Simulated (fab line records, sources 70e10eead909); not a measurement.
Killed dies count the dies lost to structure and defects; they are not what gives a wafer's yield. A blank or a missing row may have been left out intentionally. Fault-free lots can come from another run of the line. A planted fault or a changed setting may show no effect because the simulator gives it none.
What tool caused it? | flow nandHarc | at 1 step of a route of 1302, 6 lots with 18 wafers sampled

## WHAT THE GAUGES READ, wafer by wafer
NHARC_HYBRID_BOND_OVL_MEAS_05.
lot  | measured     | on         | overlayXNm (nm)
L411 | day 24 00:49 | overlay-02 | -34 26 1
L413 | day 24 23:01 | overlay-02 | -53 -20 50
L417 | day 25 12:03 | overlay-02 | 16 -59 -22
L424 | day 29 13:37 | overlay-01 | 4 12 -14
L431 | day 31 18:22 | overlay-01 | -7 -86 -51
L433 | day 34 04:27 | overlay-02 | 42 -45 45

## TOOL THAT RAN EACH LOT (tool first, then ch and the chambers of the sampled wafers, then the start)
Before these readings, the record contains no process step.

## THE ANSWER, worked out from the rows above alone
Rule: usual is defined by the lots themselves. Put in order of their means at a reading, lots are off if they are a third of the lots or fewer, leave a main group of 4 or more, and stand apart from it by a gap of 3 or more times the standard deviation of the main group's means; of several such gaps the widest counts. Not used: any main group whose means are identical at the precision the tables above print for the reading. A lot without any number at a reading at which 4 lots or more have one is off too. The other lots that the step has rows for count as sound.
Across all readings shown, no lot is off: no conclusion can be drawn from this.

## WHAT THE SIMULATOR HAD INSERTED
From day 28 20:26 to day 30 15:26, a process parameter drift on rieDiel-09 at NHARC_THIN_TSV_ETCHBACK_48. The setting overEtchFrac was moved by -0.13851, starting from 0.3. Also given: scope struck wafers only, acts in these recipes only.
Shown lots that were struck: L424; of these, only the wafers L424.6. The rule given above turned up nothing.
